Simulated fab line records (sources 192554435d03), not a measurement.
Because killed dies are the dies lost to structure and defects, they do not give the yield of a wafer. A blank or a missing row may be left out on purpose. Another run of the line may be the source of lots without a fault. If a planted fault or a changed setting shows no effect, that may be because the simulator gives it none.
fab line records | flow n5-finfet
[record] lots = 5 wafers = 15 last-day = 16
route steps=1938 shown BEOL_M5@1148 PASSIVATION@1936
lots with no fault: from the same line, run without faults
start-h: hours from the record's first day to the start of the lot's first wafer shown | wait-h: time in hours since the lot's previous step | " the same as in the row above | L1.1+2: one row covering several wafers at once | - either no value or no given start | * or withheld: withheld | < > ~ a bound
route shown NAME@n: names a module that has steps shown in the file, with the first one's number in the route | usual: the fault-free wafers' mean and standard deviation | same: alike in all rows | chamber/n: place in a boat | sites: the reading at each site | _std_site: how widely they spread, as a standard deviation | _edge_site: inner sites' mean taken away from outer sites' mean | radius-mm: for every site, how far away it sits from the centre of the wafer | mask NAME#n: copy n | behind: the tool/chamber that last shaped the wafer | hold: reason for holding the lot/hours on hold/outcome of the hold | device: the transistor (n, p or np) that didn't switch | end of line: the route-end tests of the same wafers | step lacking rows: just its recipe | killed: dies lost to structure and defects at the first sort, not the wafer's yield | map: the dies of a wafer, with x for killed, . for not killed, _ for no die there
set.NAME: the setting that was run; set.NAME@STEP: the one run at that earlier step | model.NAME: the simulator's own value behind a step, which no gauge read
a table for each step, a row for each wafer; lots at some steps of the route
services: the hour from which a tool's chamber was out of use, counted from the record's first day as start-h (under 0 if before that day), plus the number of hours and why
[[steps]]
[step N5_BEOL_M5_CD_MEAS_28]
[recipe] target-cd-nm = 30.6 landing-energy-ev = 500 detector = se-inlens target-cd-y-nm = 20 polarity = opening
[usual] cd-nm = 30.5/0.34
[same] landing-energy-ev = 500
// columns lot.wafer tool chamber start-h wait-h cd-nm
L167.3 cd-sem-02 0 178.04 - 30.6
L167.5 " 0 " " 30.9
L167.6 " 0 " " 30.9
L169.1 cd-sem-01 0 193.57 - 30.7
L169.4 " 0 " " 31.4
L169.6 " 0 " " 30.8
L180.1 cd-sem-03 0 256.12 - 30.2
L180.2 " 0 " " 30.2
L180.5 " 0 " " 30.0
L181.1 cd-sem-01 0 262.58 - 30.6
L181.2 " 0 " " 30.3
L181.3 " 0 " " 30.3
L185.1 cd-sem-02 0 290.57 - 30.9
L185.3 " 0 " " 30.6
L185.5 " 0 " " 30.4
[step N5_BEOL_M5_OVL_MEAS_29]
[recipe] points-per-wafer = 522
[usual] V4_OVL = 0.3/0.68
// columns lot.wafer tool chamber start-h wait-h V4_OVL[nm]
L167.3 overlay-01 0 178.08 0.0 0.7
L167.5 " 0 " " 0.6
L167.6 " 0 " " 0.2
L169.1 overlay-01 0 193.60 0.0 0.8
L169.4 " 0 " " 1.2
L169.6 " 0 " " 1.2
L180.1 overlay-02 0 256.15 0.0 -0.4
L180.2 " 0 " " -1.0
L180.5 " 0 " " -0.8
L181.1 overlay-02 0 262.62 0.0 -0.3
L181.2 " 0 " " 0.0
L181.3 " 0 " " 0.2
L185.1 overlay-02 0 290.60 0.0 0.9
L185.3 " 0 " " 1.0
L185.5 " 0 " " 0.3
[step N5_BEOL_M5_INSPECT_30]
[recipe] mode = adi inspect-instrument = brightfield
[usual] raw-defect-count = 380/80
// columns lot.wafer tool chamber start-h wait-h raw-defect-count
L167.3 defect-inspect-01 - 178.13 0.0 306
L167.5 " - " " 353
L167.6 " - " " 482
L169.1 defect-inspect-01 - 193.66 0.1 383
L169.4 " - " " 440
L169.6 " - " " 443
L180.1 defect-inspect-01 - 256.21 0.1 300
L180.2 " - " " 351
L180.5 " - " " 369
L181.1 defect-inspect-02 - 262.67 0.1 539
L181.2 " - " " 538
L181.3 " - " " 435
L185.1 defect-inspect-01 - 290.66 0.1 378
L185.3 " - " " 393
L185.5 " - " " 342
[step N5_BEOL_M5_DESCUM_33]
[recipe] chemistry = O2 time-s = 7 source-power-w = 50 bias-power-w = 20 pressure-mtorr = 20 rf-frequency-hz = 2.712e+07 temp-c = 40 resist = CAR-EUV o2-flow-sccm = 225
[usual] drypump-motor-current-A = 5.5/0.4 oes-product-au = 0.80/0.068 rf-vpp-V = 243.4/1.5 showerhead-plenum-p-Torr = 2.11/0.08 temp-c = 40.00/0.12 throttle-valve-pct = 20.36/0.18
// columns lot.wafer tool chamber start-h wait-h drypump-motor-current-A oes-product-au rf-hours-counter-h rf-vpp-V showerhead-plenum-p-Torr temp-c throttle-valve-pct
L167.3 rie-diel-02 1 178.16 0.0 6.0 0.78 147 239.7 1.99 39.97 19.98
L167.5 " 2 " " 5.9 0.72 - 242.6 2.06 39.93 20.51
L167.6 " 3 " " 5.5 0.75 - 244.5 2.17 40.14 20.32
L169.1 rie-diel-05 0 193.69 0.0 6.0 0.83 74 244.4 2.11 40.07 20.29
L169.4 " 2 " " 5.1 0.83 71 244.7 2.21 40.02 20.33
L169.6 " 2 " " 5.1 0.83 - 244.4 2.21 40.20 20.36
L180.1 rie-diel-05 0 256.38 0.2 6.0 0.80 92 243.1 2.11 40.00 20.29
L180.2 " 1 " " 5.9 0.85 63 242.2 2.14 39.95 20.60
L180.5 " 1 " " 5.9 0.84 - 243.8 2.14 40.01 20.60
L181.1 rie-diel-06 2 262.71 0.0 5.4 0.80 118 244.8 2.22 40.07 20.50
L181.2 " 3 " " 5.9 0.78 166 239.9 1.92 40.01 20.12
L181.3 " 1 " " 4.7 0.98 1 243.6 2.06 39.88 20.11
L185.1 rie-diel-02 3 290.69 0.0 5.5 0.73 183 243.9 2.16 39.90 20.38
L185.3 " 1 " " 6.0 0.75 182 241.9 1.98 39.89 20.04
L185.5 " 1 " " 6.0 0.75 - 241.6 1.98 40.03 20.03
[step N5_BEOL_M5_ETCH_75]
[recipe] chemistry = N2/H2 target = underlayer target-depth-a = 65 mask-material = CAR-EUV time-s = 5.2 ion-energy-ev = 200 pressure-mtorr = 30 source-w = 840 bias-w = 150 n2-flow-sccm = 200 h2-flow-sccm = 200 ends = cleared
[step N5_BEOL_M5_ETCH_67]
[recipe] chemistry = CF4 target = SiARC target-depth-a = 156 mask-material = CAR-EUV time-s = 26 ion-energy-ev = 80 pressure-mtorr = 40 source-w = 545 bias-w = 36 Ar_flow_sccm = 100 cf4-flow-sccm = 100 ends = cleared
[step N5_BEOL_M5_ETCH_68]
[recipe] chemistry = N2/H2 target = SOC target-depth-a = 800 overetch-a = 160 mask-material = SiARC temp-c = 40 time-s = 120 ion-energy-ev = 200 pressure-mtorr = 30 source-w = 840 bias-w = 150 n2-flow-sccm = 200 h2-flow-sccm = 200
[step N5_BEOL_M5_STRIP_69]
[recipe] chemistry = N2/H2 temp-c = 40 n2-flow-sccm = 200 h2-flow-sccm = 200 rf-frequency-hz = 6e+07
[step N5_BEOL_M5_STRIP_76]
[recipe] chemistry = N2/H2 temp-c = 40 n2-flow-sccm = 200 h2-flow-sccm = 200 rf-frequency-hz = 6e+07
[step N5_BEOL_M5_VIA_ETCH_34]
[recipe] chemistry = C4F6/O2 target = SiCOH_lowk target-depth-a = 883 mask-material = SOC taper-deg = 4 time-s = 39.2 ion-energy-ev = 250 pressure-mtorr = 30 source-w = 345 bias-w = 185 Ar_flow_sccm = 300 C4F6_flow_sccm = 10 O2_flow_sccm = 10
[step N5_BEOL_M5_STRIP_85]
[recipe] chemistry = C4F6/O2 resist = SiARC rf-frequency-hz = 6e+07
[step N5_BEOL_M5_STRIP_36]
[recipe] chemistry = N2/H2 power-w = 450 temp-c = 40 pressure-mtorr = 20 rf-frequency-hz = 6e+07 overash-fraction = 0.3 bias-power-w = 7 h2-frac = 0.5 n2-flow-sccm = 200 h2-flow-sccm = 200
[usual] drypump-motor-current-A = 5.5/0.4 oes-product-au = 0.80/0.068 rf-vpp-V = 59.3/1.5 showerhead-plenum-p-Torr = 2.56/0.1 temp-c = 39.99/0.12 throttle-valve-pct = 23.6/0.37
[same] overash-fraction = 0.3
// columns lot.wafer tool chamber start-h wait-h drypump-motor-current-A oes-product-au rf-hours-counter-h rf-vpp-V showerhead-plenum-p-Torr temp-c throttle-valve-pct
L167.3 rie-diel-02 1 178.38 0.0 6.1 0.78 147 57.6 2.42 40.08 23.2
L167.5 " 2 " " 5.9 0.72 - 60.3 2.50 39.86 23.7
L167.6 " 3 " " 5.5 0.75 - 57.1 2.66 39.95 24.0
L169.1 rie-diel-05 0 193.92 0.0 6.0 0.84 74 60.2 2.58 40.05 23.4
L169.4 " 2 " " 5.1 0.82 71 59.5 2.69 40.00 23.7
L169.6 " 2 " " 5.1 0.82 - 59.2 2.69 39.98 23.7
L180.1 rie-diel-05 0 256.61 0.0 6.1 0.80 92 57.7 2.57 40.15 23.5
L180.2 " 1 " " 5.8 0.86 63 59.8 2.60 39.99 24.4
L180.5 " 1 " " 5.8 0.84 - 59.7 2.60 39.88 24.3
L181.1 rie-diel-06 2 262.93 0.0 5.4 0.81 118 61.5 2.66 39.90 23.5
L181.2 " 3 " " 5.9 0.77 166 62.4 2.32 39.81 23.2
L181.3 " 1 " " 4.7 0.98 1 58.5 2.48 40.14 23.0
L185.1 rie-diel-02 3 290.92 0.0 5.5 0.73 183 59.6 2.65 39.93 24.0
L185.3 " 1 " " 6.0 0.76 182 59.1 2.40 40.03 23.2
L185.5 " 1 " " 6.0 0.76 - 61.6 2.40 39.90 23.2
[step N5_BEOL_M5_TRENCH_ETCH_37]
[recipe] chemistry = C4F6/O2 target-depth-a = 716.52 target = SiCOH_lowk time-s = 24.7 ion-energy-ev = 250 pressure-mtorr = 30 source-w = 345 bias-w = 185 Ar_flow_sccm = 300 C4F6_flow_sccm = 10 O2_flow_sccm = 10
[usual] drypump-motor-current-A = 5.5/0.4 oes_f_703_au = 0.81/0.067 oes_o_777_au = 0.81/0.072 oes-product-au = 0.80/0.069 rf-fwd-power-W = 339.4/1.7 rf-vpp-V = 658/20 showerhead-plenum-p-Torr = 2.87/0.092 throttle-valve-pct = 20.85/0.16
// columns lot.wafer tool chamber start-h wait-h drypump-motor-current-A oes_f_703_au oes_o_777_au oes-product-au rf-fwd-power-W rf-hours-counter-h rf-vpp-V showerhead-plenum-p-Torr throttle-valve-pct model.etch.depth-nm model.BEOL_M5.feature-depth-nm
L167.3 rie-diel-02 1 178.42 - 6.0 0.79 0.78 0.78 341.1 147 630 2.75 20.70 72.42 72.4
L167.5 " 2 " " 5.9 0.72 0.71 0.71 341.6 - 639 2.80 20.97 69.68 69.6
L167.6 " 3 " " 5.5 0.75 0.74 0.73 340.3 - 644 2.96 20.90 70.38 70.4
L169.1 rie-diel-05 0 193.96 - 6.0 0.84 0.82 0.82 337.7 74 669 2.87 20.78 70.31 70.4
L169.4 " 2 " " 5.1 0.83 0.84 0.84 340.2 71 679 2.98 20.65 72.69 72.6
L169.6 " 2 " " 5.1 0.83 0.84 0.84 341.4 - 679 2.98 20.65 73.09 73
L180.1 rie-diel-05 0 256.65 - 6.0 0.82 0.80 0.81 338.0 92 671 2.86 20.80 70.5 70.6
L180.2 " 1 " " 5.9 1.13 1.13 0.88 422.6 63 580 2.92 21.12 75.08 75
L180.5 " 1 " " 5.9 1.13 1.12 0.89 421.9 - 582 2.92 21.14 75.39 75.4
L181.1 rie-diel-06 2 262.97 - 5.4 0.85 0.86 0.80 340.6 118 649 2.97 20.80 74.03 74
L181.2 " 3 " " 5.9 0.79 0.78 0.77 340.5 166 630 2.63 20.66 72.71 72.8
L181.3 " 1 " " 4.7 0.99 0.98 0.98 341.2 1 628 2.80 20.62 72.31 72.4
L185.1 rie-diel-02 3 290.96 - 5.5 0.73 0.72 0.72 338.7 183 644 2.94 20.95 70.84 70.8
L185.3 " 1 " " 6.0 0.77 0.75 0.76 341.8 182 628 2.74 20.76 72.1 72.2
L185.5 " 1 " " 6.1 0.76 0.75 0.75 340.3 - 630 2.74 20.74 72.07 72
[step N5_BEOL_M5_ETCH_41]
[recipe] chemistry = CH3F/O2 target = SiCN target-depth-a = 315 taper-deg = 2 time-s = 56.7 ion-energy-ev = 120 mask-material = TiN pressure-mtorr = 30 source-w = 395 bias-w = 75 Ar_flow_sccm = 150 CH3F_flow_sccm = 30 O2_flow_sccm = 20
[step N5_BEOL_M5_STRIP_91]
[recipe] chemistry = N2/H2 time-s = 10 power-w = 450 temp-c = 40 pressure-mtorr = 20 rf-frequency-hz = 6e+07 bias-power-w = 7 n2-flow-sccm = 200 h2-flow-sccm = 200
[step N5_BEOL_M5_OCD_MEAS_38]
[usual] trench-depth-nm = 70.9/1.5
// columns lot.wafer tool chamber start-h wait-h trench-depth-nm
L167.3 ocd-02 - 178.58 - 72.5
L167.5 " - " " 69.7
L167.6 " - " " 70.3
L169.1 ocd-02 - 194.11 - 70.9
L169.4 " - " " 72.7
L169.6 " - " " 72.6
L180.1 ocd-01 - 256.81 - 70.7
L180.2 " - " " 74.5
L180.5 " - " " 75.6
L181.1 ocd-01 - 263.13 - 74.1
L181.2 " - " " 72.2
L181.3 " - " " 72.9
L185.1 ocd-02 - 291.11 - 71.0
L185.3 " - " " 72.0
L185.5 " - " " 71.5
[step N5_BEOL_M5_HM_STRIP_39]
[recipe] chemistry = peroxide-tin-strip material = TiN target-depth-a = 250 temp-c = 50 time-s = 158
[step N5_BEOL_M5_SRD_40]
[recipe] time-s = 30 temp-c = 23 rinse-liquid = diw dry = ipa-marangoni
[step N5_BEOL_M5_PRECLEAN_42]
[recipe] chemistry = residue-remover time-s = 60 temp-c = 40
[step N5_BEOL_M5_SRD_43]
[recipe] time-s = 30 temp-c = 23 rinse-liquid = diw dry = ipa-marangoni
[step N5_BEOL_M5_CD_MEAS_35]
[recipe] target-cd-nm = 28 target-cd-y-nm = 24 polarity = opening
[usual] cd-nm = 27.9/0.45
// columns lot.wafer tool chamber start-h wait-h cd-nm
L167.3 cd-sem-02 - 178.73 0.0 27.8
L167.5 " - " " 28.3
L167.6 " - " " 28.1
L169.1 cd-sem-02 - 194.26 0.0 28.2
L169.4 " - " " 28.0
L169.6 " - " " 29.4
L180.1 cd-sem-03 - 256.97 0.0 28.3
L180.2 " - " " 27.7
L180.5 " - " " 28.1
L181.1 cd-sem-03 - 263.29 0.0 28.4
L181.2 " - " " 27.9
L181.3 " - " " 27.5
L185.1 cd-sem-01 - 291.26 0.0 27.5
L185.3 " - " " 27.7
L185.5 " - " " 27.4
[step N5_BEOL_M5_CURE_80]
[recipe] temp-c = 370 time-s = 120 ambient = DMADMS/He material = SiCOH_lowk
[step N5_BEOL_M5_DEGAS_44]
[recipe] ambient = vacuum temp-c = 250 time-s = 60
[step N5_BEOL_M5_PRE_CLEAN_45]
[recipe] gas = H2/He time-s = 30 temp-c = 250
[step N5_BEOL_M5_ALD_86]
[recipe] material = TaN target-thk-a = * temp-c = 275 ald-precursor-family = PDMAT ald-co-reactant = NH3 pressure-torr = 3 carrier-flow-sccm = 1500 pulse-time-s = 2 purge-time-s = 3 co-reactant-purge-time-s = 2 co-reactant-pulse-time-s = 3 ald-cycles = 30 precursor-vessel-temp-c = 75 precursor-vessel-pressure-torr = 26.25 precursor-vessel-carrier-sccm = 1000
[step N5_BEOL_M5_SURFACE_TREAT_87]
[recipe] gas = Ar time-s = * ion-energy-ev = * ion-current-ma-cm2 = 0.5 pressure-mtorr = * ar-flow-sccm = 30
[step N5_BEOL_M5_CVD_47]
[recipe] material = Co target-thk-a = 30 temp-c = withheld precursor = CCTBA/H2 pressure-torr = 30 time-s = 216
[step N5_BEOL_M5_SPUTTER_48]
[recipe] material = Cu target-thk-a = 150 temp-c = -20 chamber-pressure-pa = 0.07 power-w = withheld time-s = 27.62
[step N5_BEOL_M5_ANNEAL_49]
[recipe] temp-c = 400 time-s = 1800 ambient = vacuum
[usual] heater-power-w = 816/100
// columns lot.wafer tool chamber start-h wait-h heater-power-w
L167.3 pvd-sputter-03 - 180.45 0.0 769
L167.5 " - " " 755
L167.6 " - " " 1036
L169.1 pvd-sputter-03 - 195.96 0.0 746
L169.4 " - " " 832
L169.6 " - " " 767
L180.1 pvd-sputter-01 - 259.49 0.0 898
L180.2 " - " " 734
L180.5 " - " " 922
L181.1 pvd-sputter-01 - 265.83 0.0 883
L181.2 " - " " 759
L181.3 " - " " 739
L185.1 pvd-sputter-01 - 292.86 0.0 722
L185.3 " - " " 767
L185.5 " - " " 766
[step N5_BEOL_M5_SPUTTER_81]
[recipe] material = Cu target-thk-a = 150 temp-c = -20 chamber-pressure-pa = 0.07 power-w = withheld time-s = 27.62
[step N5_BEOL_M5_ANNEAL_82]
[recipe] temp-c = 400 time-s = 1800 ambient = vacuum
[step N5_BEOL_M5_SPUTTER_83]
[recipe] material = Cu target-thk-a = 150 temp-c = -20 chamber-pressure-pa = 0.07 power-w = withheld time-s = 27.62
[step N5_BEOL_M5_ANNEAL_84]
[recipe] temp-c = 400 time-s = 1800 ambient = vacuum
[step N5_BEOL_M5_SPUTTER_88]
[recipe] material = Cu target-thk-a = 150 temp-c = -20 chamber-pressure-pa = 0.07 power-w = withheld time-s = 27.62
[usual] throttle-valve-pct = 29.7/0.95
// columns lot.wafer tool chamber start-h wait-h throttle-valve-pct
L167.3 pvd-sputter-03 - 183.63 0.5 29.9
L167.5 " - " " 29.8
L167.6 " - " " 27.4
L169.1 pvd-sputter-03 - 199.14 0.5 30.7
L169.4 " - " " 29.8
L169.6 " - " " 29.7
L180.1 pvd-sputter-01 - 262.67 0.5 30.1
L180.2 " - " " 30.2
L180.5 " - " " 30.1
L181.1 pvd-sputter-01 - 272.78 4.3 28.4
L181.2 " - " " 30.7
L181.3 " - " " 30.1
L185.1 pvd-sputter-01 - 296.04 0.5 30.0
L185.3 " - " " 30.8
L185.5 " - " " 30.6
[step N5_BEOL_M5_ANNEAL_89]
[recipe] temp-c = 400 time-s = 1800 ambient = vacuum
[step N5_BEOL_M5_SPUTTER_90]
[recipe] material = Cu target-thk-a = 45 temp-c = -20 chamber-pressure-pa = 0.07 power-w = withheld time-s = 8.29
[usual] throttle-valve-pct = 29.7/0.96
// columns lot.wafer tool chamber start-h wait-h throttle-valve-pct
L167.3 pvd-sputter-03 - 184.72 0.5 29.6
L167.5 " - " " 29.7
L167.6 " - " " 27.7
L169.1 pvd-sputter-03 - 200.23 0.5 30.3
L169.4 " - " " 29.5
L169.6 " - " " 29.9
L180.1 pvd-sputter-01 - 263.75 0.5 30.2
L180.2 " - " " 30.2
L180.5 " - " " 30.2
L181.1 pvd-sputter-01 - 273.86 0.5 28.7
L181.2 " - " " 30.6
L181.3 " - " " 30.2
L185.1 pvd-sputter-01 - 297.12 0.5 30.2
L185.3 " - " " 30.6
L185.5 " - " " 30.7
[step N5_BEOL_M5_ECD_50]
[recipe] material = Cu target-thk-a = 3000
[step N5_BEOL_M5_ANNEAL_51]
[recipe] temp-c = 225 time-s = 90 ambient = N2
[step N5_BEOL_M5_CMP_52]
[recipe] stop-on = SiCOH_lowk t-overpolish-s = 6.9 down-force-psi = 1 platen-rpm = 50 clearing-platen-down-force-psi = 1.5 clearing-platen-rpm = 50 post-cmp-clean = cu-alkaline target-thk-nm = 62 clearing-platen-pad-velocity-m-s = 0.99484 pad-velocity-m-s = 0.99484
[usual] barrier-field-endpoint-s = 24.4/0.69 clearing-platen-rpm = 50.000/0.025 motor-current-A = 6.2/0.71 overpolish-run-s = 6.900/0.0091 slurry-flow-ml-min = 150.0/0.45 time-to-endpoint-s = 62/3.5
// columns lot.wafer tool chamber start-h wait-h barrier-field-endpoint-s clearing-platen-rpm motor-current-A overpolish-run-s slurry-flow-ml-min time-to-endpoint-s model.Cu_of_BEOL_M5_ECD_50.thk-nm
L167.3 cmp-01 0 185.37 0.3 24.7 49.961 7.0 6.897 150.0 67 62.8
L167.6 " 3 " " 24.2 50.037 5.1 6.927 150.4 60 59.4
L167.5 " 0 " " 25.3 49.978 6.8 6.897 150.4 68 60.4
L169.1 cmp-01 2 200.80 0.3 24.6 50.007 6.5 6.902 150.1 61 59
L169.4 " 3 " " 23.6 49.992 5.2 6.893 149.8 58 59.8
L169.6 " 1 " " 24.3 49.974 5.6 6.905 149.8 63 61.6
L180.1 cmp-01 3 264.74 0.3 22.7 49.979 5.6 6.881 149.8 58 60
L180.2 " 2 " " 23.2 50.001 6.7 6.890 149.9 60 65.4
L180.5 " 3 " " 22.9 49.961 5.3 6.896 150.6 57 64.4
L181.1 cmp-04 0 274.36 0.3 23.6 49.981 6.0 6.890 149.4 62 63.6
L181.2 " 1 " " 24.2 49.995 7.0 6.894 150.8 63 63
L181.3 " 3 " " 25.1 50.023 7.0 6.912 149.6 69 62.6
L185.1 cmp-01 0 297.83 0.3 24.3 50.013 6.5 6.893 150.3 62 61.2
L185.3 " 1 " " 23.9 49.971 5.2 6.890 149.6 58 61.2
L185.5 " 3 " " 23.3 49.987 5.8 6.898 150.8 50 60.4
[step N5_BEOL_M5_THK_MEAS_53]
[recipe] thk-meas-gauge = xrf reads = Cu_of_BEOL_M5_ECD_50
[usual] M5_THK = 61.3/1.8
// columns lot.wafer tool chamber start-h wait-h M5_THK[nm]
L167.3 film-metro-01 - 185.63 - 62.7
L167.5 " - " " 60.2
L167.6 " - " " 59.4
L169.1 film-metro-02 - 201.02 - 59.7
L169.4 " - " " 60.4
L169.6 " - " " 62.6
L180.1 film-metro-02 - 265.04 - 60.7
L180.2 " - " " 66.1
L180.5 " - " " 65.2
L181.1 film-metro-02 - 274.66 - 63.8
L181.2 " - " " 63.6
L181.3 " - " " 63.3
L185.1 film-metro-01 - 298.09 - 61.4
L185.3 " - " " 61.0
L185.5 " - " " 60.4
[step N5_PASSIVATION_PROBE_49]
[usual] defect-limited-yield = 91.4/1.6 killed_at_M0_to_M3 = 31/11 killed_at_M4_up = 14/5.7 killed-at-contacts = 12/6 killed-at-front-end = 41/13 killed-at-other = 3.3/2.8 killed-dies = 101/19 killed-open = 67/14 killed-short = 33/8.2 sort_bin_4_leakage = 0.0/0.37 sort_bin_5_function = 5.0/1.1 sort_bin_6_memory = 3.3/0.74 sort_bin_8_speed = 0.0/0.36 sort-n-pass = 1078/20 sort-yield-pct = 91.3/1.7
[same] gross-dies = 1180 killed-at-back-side = 0
// columns lot.wafer tool chamber start-h wait-h defect-limited-yield[%] killed_at_M0_to_M3 killed_at_M4_up killed-at-contacts killed-at-front-end killed-at-other killed-dies killed-open killed-short sort_bin_4_leakage[%] sort_bin_5_function[%] sort_bin_6_memory[%] sort_bin_8_speed[%] sort-n-pass sort-yield-pct[%]
L185.1 prober-01 - 392.01 0.0 90.5 18 10 21 56 7 112 70 39 0 5.0 3.9 0 1068 90.5
L185.3 prober-01 - 392.11 0.1 86.8 40 13 16 80 7 156 106 41 0 7.5 5.2 0 1024 86.8
L185.5 prober-01 - 392.21 0.2 89.6 36 16 5 62 4 123 78 41 0 5.5 4.2 0 1057 89.6
// killed by level:class
L185.1 STI_FIN_REVEAL:geometric-particle:open=21 MOL_CONTACT_COAG:geometric-particle:open=13 MOL_CONTACT_COAG:geometric-particle:short=8 FIN_SAQP:geometric-particle:open=7 FIN_SAQP:geometric-particle:short=7 BEOL_M3:geometric-particle:open=6 DUMMY_GATE:geometric-particle:open=5 BEOL_M1:geometric-particle:short=4
L185.3 FIN_SAQP:geometric-particle:open=26 STI_FIN_REVEAL:geometric-particle:open=18 MOL_CONTACT_COAG:geometric-particle:open=15 FIN_SAQP:geometric-particle:short=9 BEOL_M2:geometric-particle:open=8 BEOL_M1:geometric-particle:open=7 BEOL_M0_SAQP:geometric-particle:short=7 BEOL_M3:geometric-particle:open=7
L185.5 STI_FIN_REVEAL:geometric-particle:open=18 FIN_SAQP:geometric-particle:short=10 BEOL_M3:geometric-particle:open=10 BEOL_M2:geometric-particle:open=9 FIN_SAQP:geometric-particle:open=7 GATE_CUT:geometric-particle:short=7 BEOL_M8:geometric-particle:open=5 STARTING-WAFER:geometric-particle:open=4
[[services]]
// columns tool chamber start-h hours kind
cmp-01 - 156.57 4.0 pm
cmp-01 - 160.57 - consumable-replace:conditioner
cmp-01 - 160.57 - consumable-replace:pad
cmp-04 - 176.16 0.5 repair
cmp-01 - 180.06 2.0 repair
cmp-04 - 183.18 3.0 repair
rie-diel-05 2 208.68 3.8 repair
rie-diel-05 0 221.63 2.8 repair
cmp-04 - 234.49 4.0 pm
rie-diel-06 1 237.52 - clean
rie-diel-06 1 237.52 - consumable-replace:focus-ring
rie-diel-06 1 237.52 21.4 scheduled-down
rie-diel-06 1 237.52 21.4 vent-cycle
cmp-04 - 238.49 - consumable-replace:conditioner
cmp-04 - 238.49 - consumable-replace:pad
cmp-01 - 259.28 1.8 repair
rie-diel-06 3 272.94 8.2 repair
rie-diel-05 2 292.50 6.9 repair
cmp-04 - 294.47 5.7 pm
[[key]]
[first-sign] step = N5_BEOL_M5_TRENCH_ETCH_37 reading = rf-fwd-power-W direction = up sigmas = 48 usual = * struck = *
[effect] step = N5_BEOL_M5_TRENCH_ETCH_37 reading = oes_f_703_au direction = up sigmas = 4.8 usual = 0.81 struck = 1.13
[effect] step = N5_BEOL_M5_OCD_MEAS_38 reading = trench-depth-nm direction = up sigmas = 2.8 usual = 70.9 struck = 75.0
[model-effect] step = N5_BEOL_M5_TRENCH_ETCH_37 value = etch.depth-nm without = 69.2 struck = 75.24
[model-effect] step = N5_BEOL_M5_CMP_52 value = Cu_of_BEOL_M5_ECD_50.thk-nm without = 58.9 struck = 64.9
met-at N5_BEOL_M5_TRENCH_ETCH_37
struck-wafers L180.2,L180.5
[fault] kind = process-parameter-drift tool = rie-diel-05 chamber = 1 onset-h = 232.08 steps = N5_BEOL_M5_TRENCH_ETCH_37 channel = source-w offset = 82.8 shape = step end-h = 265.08 acts-in = these-recipes-only stated = 345
